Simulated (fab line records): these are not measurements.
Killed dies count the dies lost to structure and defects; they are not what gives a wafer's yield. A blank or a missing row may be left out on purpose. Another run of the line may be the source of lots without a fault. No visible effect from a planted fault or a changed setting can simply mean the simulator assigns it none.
3 desks, one fault    flow nand_harc    numbers are kept per desk, each desk with only its own; the story behind them comes last

## AT THE METROLOGY DESK
Lot by lot, what the gauges showed, no matter which tool ran the lot: averages of those sampled wafers that carry a number. A lot is out of limits, marked OUT, if its mean lies more than 4 standard deviations from the usual mean; the brackets give that distance.
Columns: A = overlay_x_nm at NHARC_HYBRID_BOND_OVL_MEAS_05, usual 3 nm; B = overlay_y_nm at NHARC_HYBRID_BOND_OVL_MEAS_05, usual 1 nm; C = thk_nm at NHARC_THIN_TSV_THK_MEAS_02, usual 2944 nm; D = cd_nm at NHARC_THIN_TSV_CD_MEAS_12, usual 1000.1 nm; E = cd_nm at NHARC_THIN_TSV_CD_MEAS_16, usual 1000.2 nm
lot   first seen here  A    B    C     D      E
L571  day 23 17:59     -17  7    3014  997.6  997.6
L573  day 24 09:15     -8   12   3077  999.7  999.4
L579  day 26 23:24     7    -1   3211  998.5  998.3
L582  day 28 11:55     11   -10  3128  998.1  998.7
L592  day 32 09:55     44   -5   3049  999.2  999.0
This desk found nothing out of limits on any of the 5 lots.

## THE DEFECT DESK
Per lot, the means of the sampled wafers with a number show what the inspections along the route counted. A lot is out of limits, marked OUT, if its mean lies more than 4 standard deviations from the usual mean; the brackets give that distance.
Columns: A = raw_defect_count at NHARC_HYBRID_BOND_INSPECT_06, usual 87
lot   first seen here  A
L571  day 23 18:02     116
L573  day 24 09:18     73
L579  day 26 23:27     80
L582  day 28 11:58     87
L592  day 32 09:58     61
This desk found nothing out of limits on any of the 5 lots.

## DESK OF THE TOOL OWNER: pecvd-02
The tool's own readings at NHARC_THIN_TSV_DEP_43 (deposits SiO2, target thk 1328.5 nm): means of the sampled wafers that have a number, for each lot that ran on this tool. A lot is out of limits, marked OUT, if its mean lies more than 4 standard deviations from the usual mean; the brackets give that distance.
Columns: A = throttle_valve_pct at NHARC_THIN_TSV_DEP_43, usual 16.1 %
lot   first seen here  A
L571  day 23 19:55     16.4
L573  day 24 11:11     15.8
L579  day 27 07:28     15.1
L582  day 28 15:01     15.7
L592  day 32 13:01     16.0
This desk found nothing out of limits on any of the 5 lots.

## TAKEN TOGETHER
The metrology desk saw nothing out of limits.
Nothing the defect desk looked at was out of limits.
The desk of the tool owner found nothing out of limits.

## WHAT THE SIMULATOR HAD PUT IN
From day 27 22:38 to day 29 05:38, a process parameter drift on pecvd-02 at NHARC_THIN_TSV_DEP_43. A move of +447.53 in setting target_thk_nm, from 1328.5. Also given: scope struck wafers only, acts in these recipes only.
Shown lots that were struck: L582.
